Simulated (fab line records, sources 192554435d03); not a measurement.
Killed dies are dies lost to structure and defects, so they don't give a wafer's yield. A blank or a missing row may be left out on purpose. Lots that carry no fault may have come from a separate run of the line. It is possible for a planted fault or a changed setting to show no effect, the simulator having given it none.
fab line records -- flow n5Finfet
record: lots: 6, wafers: 18, lastDay: 17
route steps=1938 shown HKMG_FIN@402 PASSIVATION@1936
lots untouched by any fault: they come from a run of this same line in which no faults occurred
startH: start of the lot's first displayed wafer, in hours after the record's first day -- waitH: how many hours have passed since the lot's step before this one -- " identical to the entry in the row above -- L1.1+2: one row covering several wafers at once -- - no value present, or no start provided -- * or withheld: withheld -- < > ~ a bound
route shown NAME@n: a module of which the file shows steps, and the number in the route of the first -- usual: the fault-free wafers' mean and standard deviation -- same: alike in all rows -- chamber/n: place in a boat -- sites: each site's reading -- _std_site: the values' standard deviation -- _edge_site: outer sites' mean less inner sites' -- radiusMm: for every site, how far away it sits from the centre of the wafer -- mask NAME#n: copy n -- behind: tool/chamber where the wafer was last shaped -- hold: why the lot was held/for how many hours/how that ended -- device: whichever transistor did not switch (one of n, p or np) -- end of line: at the end of the route, the tests of the same wafers -- a step with no rows: only its recipe -- killed: dies lost to structure and defects at the first sort, not the wafer's yield -- map: the dies of a wafer, with x for killed, . for not killed, _ for no die there
set.NAME: the setting as run; set.NAME@STEP: as run at that earlier step -- model.NAME: the simulator's own value behind a step, which no gauge read
certain route steps with their lots: each step a table, each wafer a row
services: a tool's chamber out of use, with start hour (startH, from the record's first day; less than 0 if before it), hours out, and reason
== steps ==
step: N5_HKMG_FIN_ETCH_54
recipe: chemistry: CF4, target: SiARC, targetDepthA: 455, maskMaterial: CAR-ArF, timeS: 75.8, ionEnergyEv: 80, pressureMtorr: 40, sourceW: 545, biasW: 36, Ar_flow_sccm: 100, cf4FlowSccm: 100, ends: cleared
usual: biasW: 36.00/0.11, drypumpMotorCurrentA: 5.6/0.56, etchRfOnTimeS: 75.0/1.4, oesProductAu: 0.70/0.079, rfVppV: 184.2/1.1, showerheadPlenumPTorr: 2.15/0.059, throttleValvePct: 15.52/0.23
lot.wafer,tool,chamber,startH,waitH,biasW,drypumpMotorCurrentA,etchRfOnTimeS,oesProductAu,rfHoursCounterH,rfVppV,showerheadPlenumPTorr,throttleValvePct
L598.2,rieDiel-04,0,76.20,0.0,35.99,6.2,76.6,0.76,19,184.5,2.19,15.07
L598.3,rieDiel-04,1,76.20,0.0,35.94,5.5,76.5,0.63,166,184.1,2.13,15.64
L598.6,rieDiel-04,0,76.20,0.0,35.84,6.3,75.6,0.76,-,185.1,2.19,15.05
L602.2,rieDiel-02,0,105.00,0.0,36.01,5.0,77.5,0.58,229,182.4,2.04,15.88
L602.3,rieDiel-02,2,105.00,0.0,36.06,4.9,75.0,0.71,78,185.4,2.16,15.68
L602.4,rieDiel-02,3,105.00,0.0,35.93,5.9,74.7,0.80,-,185.4,2.27,15.28
L603.2,rieDiel-02,1,110.78,0.0,35.83,6.7,73.6,0.88,1,183.4,2.10,15.30
L603.3,rieDiel-02,0,110.78,0.0,36.04,5.0,77.0,0.58,232,184.8,2.03,15.89
L603.5,rieDiel-02,1,110.78,0.0,36.15,6.7,73.9,0.87,-,184.0,2.10,15.30
L613.1,rieDiel-06,2,168.32,0.0,35.94,6.1,76.8,0.74,37,182.1,2.09,15.48
L613.3,rieDiel-06,1,168.32,0.0,35.91,5.3,76.7,0.78,14,185.1,2.18,15.50
L613.4,rieDiel-06,3,168.32,0.0,35.87,5.0,76.8,0.61,220,182.8,2.12,15.81
L614.1,rieDiel-02,1,177.98,0.0,36.00,6.7,74.4,0.79,26,182.1,2.09,15.35
L614.3,rieDiel-02,3,177.98,0.0,36.01,5.9,73.5,0.77,44,184.9,2.26,15.34
L614.4,rieDiel-02,2,177.98,0.0,36.06,4.9,74.2,0.68,106,184.2,2.15,15.75
L618.3,rieDiel-04,1,202.54,0.0,36.10,5.5,75.0,0.61,206,184.5,2.11,15.72
L618.5,rieDiel-04,2,202.54,0.0,36.02,5.1,71.9,0.77,-,184.7,2.18,15.33
L618.6,rieDiel-04,3,202.54,0.0,36.07,5.5,74.7,0.67,-,184.0,2.15,15.61
step: N5_HKMG_FIN_ETCH_55
recipe: chemistry: N2/H2, target: SOC, targetDepthA: 2400, tempC: 40, timeS: 300, ionEnergyEv: 200, maskMaterial: SiARC, pressureMtorr: 30, sourceW: 840, biasW: 150, n2FlowSccm: 200, h2FlowSccm: 200
usual: biasW: 150.1/0.47, drypumpMotorCurrentA: 5.6/0.55, oesProductAu: 0.82/0.093, rfVppV: 524.2/2.2, showerheadPlenumPTorr: 2.56/0.072, throttleValvePct: 17.79/0.26
lot.wafer,tool,chamber,startH,waitH,biasW,drypumpMotorCurrentA,oesProductAu,rfHoursCounterH,rfVppV,showerheadPlenumPTorr,throttleValvePct
L598.2,rieDiel-04,0,76.26,0.0,149.9,6.3,0.91,19,526.3,2.60,17.21
L598.3,rieDiel-04,1,76.26,0.0,150.2,5.5,0.75,166,524.7,2.54,17.99
L598.6,rieDiel-04,0,76.26,0.0,150.4,6.2,0.91,-,525.9,2.60,17.22
L602.2,rieDiel-02,0,105.06,0.0,149.1,5.0,0.67,229,519.8,2.40,18.07
L602.3,rieDiel-02,2,105.06,0.0,150.0,4.9,0.83,78,525.4,2.58,18.01
L602.4,rieDiel-02,3,105.06,0.0,149.0,5.9,0.95,-,528.4,2.71,17.58
L603.2,rieDiel-02,1,110.84,0.0,150.6,6.7,1.01,1,521.9,2.50,17.64
L603.3,rieDiel-02,0,110.84,0.0,150.0,5.0,0.67,232,519.8,2.40,18.08
L603.5,rieDiel-02,1,110.84,0.0,150.6,6.7,1.01,-,524.0,2.50,17.66
L613.1,rieDiel-06,2,168.38,0.0,151.2,6.1,0.86,37,522.1,2.48,17.75
L613.3,rieDiel-06,1,168.38,0.0,150.2,5.3,0.91,14,524.6,2.60,17.74
L613.4,rieDiel-06,3,168.38,0.0,149.6,5.0,0.72,220,521.3,2.52,18.11
L614.1,rieDiel-02,1,178.04,0.0,149.4,6.7,0.91,26,522.4,2.49,17.67
L614.3,rieDiel-02,3,178.04,0.0,149.8,5.9,0.89,44,527.4,2.70,17.63
L614.4,rieDiel-02,2,178.04,0.0,150.3,5.0,0.78,106,524.8,2.56,18.05
L618.3,rieDiel-04,1,202.59,0.0,150.3,5.5,0.72,206,524.1,2.52,18.05
L618.5,rieDiel-04,2,202.59,0.0,150.4,5.1,0.90,-,525.3,2.57,17.55
L618.6,rieDiel-04,3,202.59,0.0,149.3,5.5,0.79,-,523.9,2.55,17.88
step: N5_HKMG_FIN_STRIP_56
recipe: chemistry: N2/H2, tempC: 40, n2FlowSccm: 200, h2FlowSccm: 200, rfFrequencyHz: 6e+07
step: N5_HKMG_FIN_STRIP_57
recipe: chemistry: CF4, resist: SiARC, powerW: 300, biasPowerW: 75, pressureMtorr: 50, cf4FlowSccm: 150, rfFrequencyHz: 6e+07
usual: drypumpMotorCurrentA: 5.6/0.55, oesProductAu: 0.81/0.085, rfVppV: 271.2/1.2, showerheadPlenumPTorr: 1.80/0.05, throttleValvePct: 13.48/0.25
lot.wafer,tool,chamber,startH,waitH,drypumpMotorCurrentA,oesProductAu,rfHoursCounterH,rfVppV,showerheadPlenumPTorr,throttleValvePct
L598.2,rieDiel-04,0,76.45,0.0,6.3,0.88,19,271.6,1.83,13.00
L598.3,rieDiel-04,1,76.45,0.0,5.5,0.73,166,271.2,1.78,13.62
L598.6,rieDiel-04,0,76.45,0.0,6.3,0.89,-,272.4,1.83,13.01
L602.2,rieDiel-02,0,105.25,0.0,5.0,0.68,229,269.7,1.70,13.86
L602.3,rieDiel-02,2,105.25,0.0,4.9,0.82,78,273.1,1.81,13.65
L602.4,rieDiel-02,3,105.25,0.0,5.9,0.92,-,272.3,1.91,13.22
L603.2,rieDiel-02,1,111.03,0.0,6.7,1.00,1,272.2,1.76,13.22
L603.3,rieDiel-02,0,111.03,0.0,5.0,0.68,232,269.2,1.70,13.89
L603.5,rieDiel-02,1,111.03,0.0,6.7,1.00,-,270.0,1.76,13.23
L613.1,rieDiel-06,2,168.57,0.0,6.1,0.85,37,271.1,1.75,13.37
L613.3,rieDiel-06,1,168.57,0.0,5.3,0.90,14,272.0,1.83,13.44
L613.4,rieDiel-06,3,168.57,0.0,5.0,0.71,220,271.7,1.78,13.80
L614.1,rieDiel-02,1,178.23,0.0,6.7,0.91,26,270.1,1.75,13.29
L614.3,rieDiel-02,3,178.23,0.0,5.9,0.87,44,273.1,1.90,13.31
L614.4,rieDiel-02,2,178.23,0.0,4.9,0.79,106,271.4,1.81,13.72
L618.3,rieDiel-04,1,202.78,0.0,5.5,0.70,206,272.2,1.77,13.73
L618.5,rieDiel-04,2,202.78,0.0,5.1,0.86,-,271.4,1.82,13.26
L618.6,rieDiel-04,3,202.78,0.0,5.5,0.77,-,271.1,1.80,13.56
step: N5_HKMG_FIN_ETCH_58
recipe: chemistry: N2/H2, target: SOC, targetDepthA: 2158, ionEnergyEv: 50, biasW: 13, timeS: 741, pressureMtorr: 30, sourceW: 875, n2FlowSccm: 200, h2FlowSccm: 200
step: N5_HKMG_FIN_STRIP_93
recipe: chemistry: N2/H2, material: SOC, timeS: 20, powerW: 500, tempC: 40, pressureMtorr: 50, rfFrequencyHz: 6e+07, biasPowerW: 8, h2Frac: 0.5, n2FlowSccm: 300, h2FlowSccm: 300
usual: drypumpMotorCurrentA: 5.6/0.55, oesProductAu: 0.82/0.092, rfVppV: 54.2/0.8, showerheadPlenumPTorr: 3.38/0.092, throttleValvePct: 19.0/0.32
lot.wafer,tool,chamber,startH,waitH,drypumpMotorCurrentA,oesProductAu,rfHoursCounterH,rfVppV,showerheadPlenumPTorr,throttleValvePct
L598.2,rieDiel-04,0,76.90,0.2,6.3,0.90,19,56.3,3.43,18.3
L598.3,rieDiel-04,1,76.90,0.2,5.5,0.75,166,55.6,3.35,19.3
L598.6,rieDiel-04,0,76.90,0.2,6.3,0.90,-,54.4,3.43,18.3
L602.2,rieDiel-02,0,105.69,0.2,5.0,0.67,230,53.6,3.18,19.2
L602.3,rieDiel-02,2,105.69,0.2,5.0,0.82,79,53.5,3.40,19.3
L602.4,rieDiel-02,3,105.69,0.2,5.9,0.94,-,55.2,3.57,18.9
L603.2,rieDiel-02,1,111.48,0.2,6.7,1.02,1,54.3,3.30,18.9
L603.3,rieDiel-02,0,111.48,0.2,5.0,0.67,232,53.9,3.18,19.2
L603.5,rieDiel-02,1,111.48,0.2,6.7,1.02,-,54.7,3.30,18.9
L613.1,rieDiel-06,2,169.02,0.2,6.1,0.85,38,54.0,3.29,19.0
L613.3,rieDiel-06,1,169.02,0.2,5.3,0.91,14,53.9,3.43,18.8
L613.4,rieDiel-06,3,169.02,0.2,5.0,0.72,221,53.1,3.34,19.4
L614.1,rieDiel-02,1,178.67,0.2,6.7,0.93,26,54.1,3.29,19.0
L614.3,rieDiel-02,3,178.67,0.2,5.9,0.89,44,53.5,3.56,18.9
L614.4,rieDiel-02,2,178.67,0.2,5.0,0.80,106,52.3,3.39,19.4
L618.3,rieDiel-04,1,203.23,0.2,5.5,0.71,206,53.3,3.33,19.4
L618.5,rieDiel-04,2,203.23,0.2,5.1,0.89,-,54.0,3.40,18.8
L618.6,rieDiel-04,3,203.23,0.2,5.5,0.79,-,55.0,3.37,19.2
step: N5_HKMG_FIN_WET_ETCH_76
recipe: chemistry: dNH4OH, mix: 1:50, tempC: 25, target: Al2O3, stopOn: La2O3, targetDepthNm: 2.25, dry: ipaMarangoni, rinseTimeS: 30, rinseTempC: 23
step: N5_HKMG_FIN_STRIP_60
recipe: chemistry: N2/H2, powerW: 2500, tempC: 300, h2Frac: 0.65, timeS: 360, pressureMtorr: withheld, n2FlowSccm: 1750, h2FlowSccm: 3250
step: N5_HKMG_FIN_WET_ETCH_77
recipe: chemistry: dHCl, mix: 1:10000, tempC: 25, target: La2O3, stopOn: HfO2, targetDepthNm: 2
step: N5_HKMG_FIN_WET_ETCH_78
recipe: chemistry: dNH4OH, mix: 1:50, tempC: 25, target: Al2O3, stopOn: La2O3, targetDepthNm: 4.5, dry: ipaMarangoni, rinseTimeS: 30, rinseTempC: 23
step: N5_HKMG_FIN_ALD_79
recipe: material: TiN, targetThkA: 15, tempC: 400, aldPrecursorFamily: TiCl4, aldCoReactant: NH3, pulseTimeS: 1, purgeTimeS: 3, coReactantPurgeTimeS: 2, coReactantPulseTimeS: 2, aldCycles: 68, pressureTorr: 3
step: N5_HKMG_FIN_CVD_62
recipe: material: a-Si, targetThkA: 30, tempC: 500, precursor: Si2H6, pressureTorr: 1, timeS: 20.8
usual: heaterPowerW: 1499/150
lot.wafer,tool,chamber,startH,waitH,heaterPowerW
L598.2,thermalCvdSi-02,0,77.89,0.2,1575
L598.3,thermalCvdSi-02,1,77.89,0.2,1279
L598.6,thermalCvdSi-02,0,77.89,0.2,1536
L602.2,thermalCvdSi-01,1,106.69,0.2,1669
L602.3,thermalCvdSi-01,2,106.69,0.2,1607
L602.4,thermalCvdSi-01,1,106.69,0.2,1685
L603.2,thermalCvdSi-02,2,112.49,0.2,1535
L603.3,thermalCvdSi-02,1,112.49,0.2,1270
L603.5,thermalCvdSi-02,0,112.49,0.2,1583
L613.1,thermalCvdSi-02,0,170.02,0.2,1553
L613.3,thermalCvdSi-02,1,170.02,0.2,1267
L613.4,thermalCvdSi-02,1,170.02,0.2,1288
L614.1,thermalCvdSi-01,1,179.69,0.2,1687
L614.3,thermalCvdSi-01,0,179.69,0.2,1368
L614.4,thermalCvdSi-01,0,179.69,0.2,1336
L618.3,thermalCvdSi-01,1,204.24,0.2,1694
L618.5,thermalCvdSi-01,0,204.24,0.2,1348
L618.6,thermalCvdSi-01,2,204.24,0.2,1632
step: N5_HKMG_FIN_RTA_80
recipe: tempC: withheld, timeS: 2, ambient: N2, idleTempC: 600, rampUpCPerS: 150, rampDownCPerS: 60, coolToC: 600
usual: timeS: 2/0
lot.wafer,tool,chamber,startH,waitH,timeS
L598.2,rtpAnneal-01,0,78.15,0.2,2
L598.3,rtpAnneal-01,0,78.15,0.2,2
L598.6,rtpAnneal-01,0,78.15,0.2,2
L602.2,rtpAnneal-02,-,106.85,0.1,-
L602.3,rtpAnneal-02,-,106.85,0.1,-
L602.4,rtpAnneal-02,-,106.85,0.1,-
L603.2,rtpAnneal-02,-,112.77,0.2,-
L603.3,rtpAnneal-02,-,112.77,0.2,-
L603.5,rtpAnneal-02,-,112.77,0.2,-
L613.1,rtpAnneal-02,0,170.15,0.1,2
L613.3,rtpAnneal-02,0,170.15,0.1,2
L613.4,rtpAnneal-02,0,170.15,0.1,2
L614.1,rtpAnneal-01,0,179.89,0.2,2
L614.3,rtpAnneal-01,0,179.89,0.2,2
L614.4,rtpAnneal-01,0,179.89,0.2,2
L618.3,rtpAnneal-01,0,204.54,0.2,2
L618.5,rtpAnneal-01,0,204.54,0.2,2
L618.6,rtpAnneal-01,0,204.54,0.2,2
step: N5_HKMG_FIN_PRECLEAN_64
recipe: chemistry: dHF, timeS: 30, tempC: 25, dilution: withheld
step: N5_PASSIVATION_PROBE_49
usual: killed_at_M0_to_M3: 33/8.9, killed_at_M4_up: 15/5.4, killedAtContacts: 13/5.8, killedAtFrontEnd: 39/9.9, killedAtOther: 3.2/2.9, killedDies: 102/15, killedOpen: 68/12, killedShort: 34/7.6
same: grossDies: 1180, killedAtBackSide: 0
lot.wafer,tool,chamber,startH,waitH,killed_at_M0_to_M3,killed_at_M4_up,killedAtContacts,killedAtFrontEnd,killedAtOther,killedDies,killedOpen,killedShort
L598.2,prober-01,-,266.64,0.1,33,14,17,37,0,101,63,38
L598.3,prober-01,-,266.69,0.1,47,13,10,33,3,106,66,38
L598.6,prober-01,-,266.84,0.3,30,26,9,34,4,103,68,34
L602.2,prober-02,-,301.09,0.1,37,25,8,38,6,114,66,48
L602.3,prober-02,-,301.14,0.1,36,28,8,36,1,109,84,25
L602.4,prober-02,-,301.19,0.2,43,21,0,39,4,107,80,27
L603.2,prober-02,-,306.18,0.1,19,8,5,29,1,62,39,22
L603.3,prober-02,-,306.23,0.1,23,7,8,27,3,68,43,25
L603.5,prober-02,-,306.33,0.2,26,10,9,36,1,82,41,41
L614.1,prober-02,-,364.73,0.0,39,12,20,55,3,129,82,46
L614.3,prober-02,-,364.83,0.1,51,13,11,44,0,119,82,36
L614.4,prober-02,-,364.88,0.2,27,10,14,35,0,86,55,29
L613.1,prober-02,-,374.07,0.0,27,14,14,37,0,92,67,24
L613.3,prober-02,-,374.17,0.1,32,15,10,50,2,109,69,38
L613.4,prober-02,-,374.22,0.2,24,6,14,42,1,87,56,31
L618.3,prober-01,-,405.68,0.1,37,23,10,52,4,126,85,40
L618.5,prober-01,-,405.78,0.2,32,23,14,50,0,119,79,40
L618.6,prober-01,-,405.83,0.3,35,18,25,32,1,111,70,41
killed by level:class
L598.2 MOL_CONTACT_COAG:geometricParticle:open=16 BEOL_M0_SAQP:geometricParticle:short=12 FIN_SAQP:geometricParticle:open=8 BEOL_M0_SAQP:geometricParticle:open=8 FIN_SAQP:geometricParticle:short=7 DUMMY_GATE:geometricParticle:open=5 GATE_CUT:geometricParticle:short=4 BEOL_M1:geometricParticle:open=3
L598.3 BEOL_M0_SAQP:geometricParticle:short=17 BEOL_M2:geometricParticle:open=10 BEOL_M0_SAQP:geometricParticle:open=9 MOL_CONTACT_COAG:geometricParticle:open=8 BEOL_M4:geometricParticle:open=8 BEOL_M3:geometricParticle:open=7 STARTING-WAFER:geometricParticle:short=7 STI_FIN_REVEAL:geometricParticle:open=6
L598.6 BEOL_M0_SAQP:geometricParticle:short=11 FIN_SAQP:geometricParticle:short=9 BEOL_M4:geometricParticle:open=9 MOL_CONTACT_COAG:geometricParticle:open=7 FIN_SAQP:geometricParticle:open=6 BEOL_M2:geometricParticle:open=6 BEOL_M3:geometricParticle:open=5 SPACER0:geometricParticle:open=4
L602.2 BEOL_M0_SAQP:geometricParticle:short=14 FIN_SAQP:geometricParticle:open=10 BEOL_M0_SAQP:geometricParticle:open=9 BEOL_M4:geometricParticle:open=8 MOL_CONTACT_COAG:geometricParticle:open=7 BEOL_M4:geometricParticle:short=7 FIN_SAQP:geometricParticle:short=5 BEOL_M2:geometricParticle:short=4
L602.3 BEOL_M4:geometricParticle:open=21 FIN_SAQP:geometricParticle:open=12 BEOL_M1:geometricParticle:open=11 BEOL_M2:geometricParticle:open=10 FIN_SAQP:geometricParticle:short=6 BEOL_M3:geometricParticle:open=6 MOL_CONTACT_COAG:geometricParticle:open=5 BEOL_M0_SAQP:geometricParticle:short=4
L602.4 FIN_SAQP:geometricParticle:open=15 BEOL_M3:geometricParticle:open=13 BEOL_M4:geometricParticle:open=12 BEOL_M0_SAQP:geometricParticle:short=9 BEOL_M0_SAQP:geometricParticle:open=7 BEOL_M2:geometricParticle:open=7 FIN_SAQP:geometricParticle:short=6 DUMMY_GATE:geometricParticle:open=6
L603.2 STI_FIN_REVEAL:geometricParticle:open=12 BEOL_M2:geometricParticle:open=6 GATE_CUT:geometricParticle:short=5 BEOL_M0_SAQP:geometricParticle:open=5 STI_FIN_REVEAL:geometricParticle:short=4 MOL_CONTACT_COAG:geometricParticle:open=4 FIN_SAQP:geometricParticle:short=3 BEOL_M4:geometricParticle:open=3
L603.3 STI_FIN_REVEAL:geometricParticle:open=7 MOL_CONTACT_COAG:geometricParticle:open=7 BEOL_M0_SAQP:geometricParticle:short=6 DUMMY_GATE:geometricParticle:open=5 BEOL_M2:geometricParticle:open=5 BEOL_M3:geometricParticle:open=5 BEOL_M0_SAQP:geometricParticle:open=4 FIN_SAQP:geometricParticle:short=3
L603.5 BEOL_M0_SAQP:geometricParticle:short=10 FIN_SAQP:geometricParticle:short=6 GATE_CUT:geometricParticle:short=6 MOL_CONTACT_COAG:geometricParticle:open=6 STI_FIN_REVEAL:geometricParticle:open=5 BEOL_M2:geometricParticle:open=5 FIN_SAQP:geometricParticle:open=4 BEOL_M0_SAQP:geometricParticle:open=4
L614.1 MOL_CONTACT_COAG:geometricParticle:open=12 FIN_SAQP:geometricParticle:open=10 STI_FIN_REVEAL:geometricParticle:open=10 MOL_CONTACT_COAG:geometricParticle:short=8 GATE_CUT:geometricParticle:short=7 BEOL_M0_SAQP:geometricParticle:short=7 BEOL_M1:geometricParticle:open=7 FIN_SAQP:geometricParticle:short=6
L614.3 BEOL_M3:geometricParticle:open=17 BEOL_M0_SAQP:geometricParticle:short=12 BEOL_M1:geometricParticle:open=9 BEOL_M0_SAQP:geometricParticle:open=9 FIN_SAQP:geometricParticle:short=7 MOL_CONTACT_COAG:geometricParticle:open=7 FIN_SAQP:geometricParticle:open=6 BEOL_M4:geometricParticle:open=6
L614.4 MOL_CONTACT_COAG:geometricParticle:open=12 GATE_CUT:geometricParticle:short=7 BEOL_M1:geometricParticle:open=7 STI_FIN_REVEAL:geometricParticle:open=6 GATE_CUT:geometricParticle:open=6 BEOL_M2:geometricParticle:open=6 BEOL_M1:geometricParticle:short=5 BEOL_M3:geometricParticle:open=4
L613.1 MOL_CONTACT_COAG:geometricParticle:open=13 DUMMY_GATE:geometricParticle:open=8 BEOL_M3:geometricParticle:open=8 STI_FIN_REVEAL:geometricParticle:open=7 BEOL_M0_SAQP:geometricParticle:open=6 FIN_SAQP:geometricParticle:open=5 FIN_SAQP:geometricParticle:short=4 BEOL_M5:geometricParticle:open=4
L613.3 STI_FIN_REVEAL:geometricParticle:open=17 BEOL_M0_SAQP:geometricParticle:short=12 FIN_SAQP:geometricParticle:open=9 BEOL_M0_SAQP:geometricParticle:open=8 FIN_SAQP:geometricParticle:short=6 DUMMY_GATE:geometricParticle:open=6 MOL_CONTACT_COAG:geometricParticle:open=6 BEOL_M3:geometricParticle:open=5
L613.4 FIN_SAQP:geometricParticle:open=11 FIN_SAQP:geometricParticle:short=10 STI_FIN_REVEAL:geometricParticle:open=10 MOL_CONTACT_COAG:geometricParticle:open=10 BEOL_M3:geometricParticle:open=6 BEOL_M0_SAQP:geometricParticle:open=5 BEOL_M1:geometricParticle:open=5 BEOL_M3:geometricParticle:short=4
L618.3 STI_FIN_REVEAL:geometricParticle:open=15 BEOL_M2:geometricParticle:open=13 DUMMY_GATE:geometricParticle:open=9 BEOL_M4:geometricParticle:short=9 MOL_CONTACT_COAG:geometricParticle:open=8 BEOL_M4:geometricParticle:open=6 BEOL_M1:geometricParticle:open=5 BEOL_M0:geometricParticle:open=5
L618.5 BEOL_M4:geometricParticle:open=14 FIN_SAQP:geometricParticle:short=11 MOL_CONTACT_COAG:geometricParticle:open=11 BEOL_M1:geometricParticle:open=11 GATE_CUT:geometricParticle:short=9 STI_FIN_REVEAL:geometricParticle:open=7 ILD0:geometricParticle:open=7 BEOL_M3:geometricParticle:open=7
L618.6 MOL_CONTACT_COAG:geometricParticle:open=18 BEOL_M0_SAQP:geometricParticle:short=11 MOL_CONTACT_COAG:geometricParticle:short=7 BEOL_M1:geometricParticle:open=6 BEOL_M0:geometricParticle:open=6 STI_FIN_REVEAL:geometricParticle:open=5 BEOL_M4:geometricParticle:open=5 STARTING-WAFER:geometricParticle:short=5
== services ==
tool,chamber,startH,hours,kind
rieDiel-06,-,60.80,0.3,repair
rieDiel-02,1,85.19,-,clean
rieDiel-02,1,85.19,-,consumableReplace:focusRing
rieDiel-02,1,85.19,23.3,scheduledDown
rieDiel-02,1,85.19,23.3,ventCycle
thermalCvdSi-01,-,85.29,1.7,repair
thermalCvdSi-01,-,97.18,4.3,pm
rieDiel-06,1,107.30,-,clean
rieDiel-06,1,107.30,-,consumableReplace:focusRing
rieDiel-04,1,107.47,3.4,repair
thermalCvdSi-01,2,113.83,7.6,repair
rieDiel-06,-,153.59,1.2,repair
thermalCvdSi-02,-,155.00,2.7,repair
rieDiel-02,0,162.16,-,clean
rieDiel-02,0,162.16,-,consumableReplace:focusRing
rieDiel-02,0,162.16,-,consumableReplace:showerhead
rieDiel-02,0,162.16,13.7,scheduledDown
rieDiel-02,0,162.16,13.7,ventCycle
thermalCvdSi-01,-,166.53,1.4,repair
rieDiel-06,1,175.24,16.7,repair
thermalCvdSi-02,-,188.11,0.6,repair
thermalCvdSi-01,1,193.44,5.8,repair
rieDiel-02,3,196.56,2.4,repair
thermalCvdSi-02,2,203.79,59.2,repair
== key ==
firstSign: step: N5_HKMG_FIN_RTA_80, reading: toolRecord, direction: missing
effect none on later readings
metAt N5_HKMG_FIN_RTA_80
struckWafers L602.2,L602.3,L602.4,L603.2,L603.3,L603.5
testerLeftOut L602,L603
fault: kind: skippedStepWhole, tool: rtpAnneal-02, chamber: -, onsetH: 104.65, steps: N5_HKMG_FIN_RTA_80, scope: struckLotsOnly
testerLeftOut: of these lots the tester's yield and bins aren't shown, on N5 and GAA mostly nor the transistor test; their killed dies are dies lost to structure and defects alone, not to doping, threshold or leakage, so they don't give the yield
